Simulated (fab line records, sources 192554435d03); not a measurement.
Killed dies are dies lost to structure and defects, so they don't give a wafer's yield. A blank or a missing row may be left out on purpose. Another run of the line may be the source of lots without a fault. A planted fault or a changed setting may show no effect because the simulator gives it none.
Matching of chambers | flow n5Finfet | 4 sister chambers for N5_BEOL_M4_ETCH_64 on rieDiel-02
The step etches SOC in N2/H2, target depth 75 nm, overetch 22.5 nm, time 121.9 s. 14 wafers are shown with their chamber, then 7 later ones without.

== WAFERS PAIRED WITH THEIR CHAMBERS ==
wafer  | chamber | drypumpMotorCurrentA (A) | showerheadPlenumPTorr (Torr) | throttleValvePct (%)
L380.1 | 0       | 5.2                      | 2.53                         | 17.98
L380.3 | 2       | 5.7                      | 2.50                         | 18.16
L380.5 | 0       | 5.2                      | 2.53                         | 17.94
L381.3 | 1       | 6.1                      | 2.43                         | 17.73
L381.5 | 3       | 5.9                      | 2.66                         | 17.51
L381.6 | 2       | 5.7                      | 2.50                         | 18.16
L382.1 | 2       | 5.7                      | 2.49                         | 18.16
L382.2 | 3       | 5.9                      | 2.66                         | 17.52
L382.6 | 0       | 5.2                      | 2.52                         | 17.97
L385.1 | 3       | 5.9                      | 2.66                         | 17.53
L385.2 | 0       | 5.2                      | 2.52                         | 18.00
L385.3 | 2       | 5.7                      | 2.49                         | 18.19
L387.4 | 1       | 6.2                      | 2.42                         | 17.74
L387.5 | 3       | 5.9                      | 2.66                         | 17.51

SIGNATURES (means of the wafers above)
reading               | chamber 0 | chamber 1 | chamber 2 | chamber 3 | scatter within a chamber
drypumpMotorCurrentA  | 5.200     | 6.150     | 5.700     | 5.900     | 0.0224
showerheadPlenumPTorr | 2.5250    | 2.4250    | 2.4950    | 2.6600    | 0.005
throttleValvePct      | 17.9725   | 17.7350   | 18.1675   | 17.5175   | 0.017
Rule: a wafer's distance from a chamber is the root of the sum, over the readings, of the square of ((its reading less the chamber's mean) divided by the reading's scatter). If the next closest chamber is less than 2 further off than the closest, the wafer can't be placed; otherwise it belongs to the closest. How the scatter is found: for the shown wafers, subtract from each reading the mean of its chamber, square and add these, divide the total by (wafers less chambers), then take the root.

== WAFERS WITH NO CHAMBER GIVEN ==
wafer  | drypumpMotorCurrentA (A) | showerheadPlenumPTorr (Torr) | throttleValvePct (%)
L387.6 | 5.2                      | 2.52                         | 17.98
L399.3 | 6.2                      | 2.41                         | 17.82
L399.4 | 5.7                      | 2.48                         | 18.21
L399.5 | 6.1                      | 2.41                         | 17.81
L400.2 | 6.1                      | 2.41                         | 17.82
L400.3 | 5.9                      | 2.64                         | 17.57
L400.5 | 5.3                      | 2.51                         | 18.05

== EACH ONE'S CHAMBER ==
wafer  | from the rows above | in truth
L387.6 | 0                   | 0
L399.3 | 1                   | 1
L399.4 | 2                   | 2
L399.5 | 1                   | 1
L400.2 | 1                   | 1
L400.3 | 3                   | 3
L400.5 | 0                   | 0
Placed correctly: 7 of 7. Can't be placed from these rows: 0. Number placed wrongly: 0.
